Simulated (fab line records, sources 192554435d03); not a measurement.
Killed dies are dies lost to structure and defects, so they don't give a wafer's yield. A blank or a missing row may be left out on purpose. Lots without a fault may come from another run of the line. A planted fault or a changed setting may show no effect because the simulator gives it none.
Chamber matching | flow n5_finfet | N5_BEOL_M10_ILD_DEP_00 on pecvd-01: 3 sister chambers
The step deposits SiCOH lowk from DEMS/porogen, target thk 308.51 nm, time 58 s. 22 wafers are shown with their chamber, then 11 later ones without.

WAFERS WITH THEIR CHAMBER
wafer  | chamber | throttle_valve_pct (%) | heater_power_w (W) | showerhead_plenum_p_Torr (Torr)
L074.2 | 0       | 14.7                   | 335                | 5.730
L074.3 | 2       | 13.2                   | 317                | 5.743
L074.4 | 2       | 13.2                   | 325                | 5.752
L079.1 | 0       | 14.6                   | 346                | 5.753
L079.4 | 0       | 14.8                   | 277                | 5.738
L079.6 | 2       | 13.6                   | 323                | 5.744
L082.1 | 0       | 14.8                   | 287                | 5.750
L082.4 | 2       | 13.1                   | 295                | 5.735
L082.6 | 1       | 13.5                   | 265                | 5.736
L083.1 | 1       | 13.6                   | 276                | 5.742
L083.4 | 1       | 13.7                   | 289                | 5.756
L083.5 | 0       | 14.7                   | 356                | 5.757
L085.3 | 2       | 13.5                   | 279                | 5.740
L085.5 | 1       | 13.6                   | 264                | 5.737
L085.6 | 2       | 13.3                   | 285                | 5.724
L088.2 | 2       | 13.1                   | 313                | 5.735
L088.5 | 2       | 13.1                   | 256                | 5.736
L088.6 | 2       | 13.3                   | 268                | 5.727
L089.1 | 0       | 14.7                   | 329                | 5.769
L089.4 | 2       | 13.4                   | 325                | 5.750
L089.6 | 2       | 13.2                   | 254                | 5.742
L090.2 | 2       | 13.3                   | 304                | 5.728

SIGNATURES (means of the wafers above)
reading                  | chamber 0 | chamber 1 | chamber 2 | scatter within a chamber
throttle_valve_pct       | 14.717    | 13.600    | 13.275    | 0.132
heater_power_w           | 321.67    | 273.50    | 295.33    | 26.5
showerhead_plenum_p_Torr | 5.74950   | 5.74275   | 5.73800   | 0.0105
Rule: a wafer's distance from a chamber is the root of the sum, over the readings, of the square of ((its reading less the chamber's mean) divided by the reading's scatter). The wafer belongs to the nearest chamber; if the next one is less than 2 further off, it can't be placed. The scatter: the root of (the sum of the squares of (reading less its chamber's mean) over the shown wafers, divided by (wafers less chambers)).

WAFERS WITHOUT THEIR CHAMBER
wafer  | throttle_valve_pct (%) | heater_power_w (W) | showerhead_plenum_p_Torr (Torr)
L090.3 | 13.9                   | 304                | 5.737
L090.6 | 13.7                   | 297                | 5.752
L092.2 | 14.7                   | 336                | 5.752
L092.4 | 13.6                   | 318                | 5.743
L092.5 | 15.0                   | 344                | 5.746
L094.1 | 13.5                   | 265                | 5.737
L094.3 | 15.1                   | 326                | 5.751
L094.4 | 13.3                   | 279                | 5.741
L097.3 | 13.8                   | 282                | 5.740
L097.4 | 14.9                   | 335                | 5.742
L097.6 | 13.6                   | 252                | 5.735

WHICH CHAMBER EACH WENT THROUGH
wafer  | from the rows above     | in truth
L090.3 | 1                       | 1
L090.6 | 1                       | 1
L092.2 | 0                       | 0
L092.4 | can't be placed: 1 or 2 | 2
L092.5 | 0                       | 0
L094.1 | can't be placed: 1 or 2 | 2
L094.3 | 0                       | 0
L094.4 | can't be placed: 2 or 1 | 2
L097.3 | 1                       | 1
L097.4 | 0                       | 0
L097.6 | can't be placed: 1 or 2 | 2
Placed correctly: 7 of 11. Can't be placed from these rows: 4 (the true chamber is among the candidates in 4). Placed wrongly: 0.
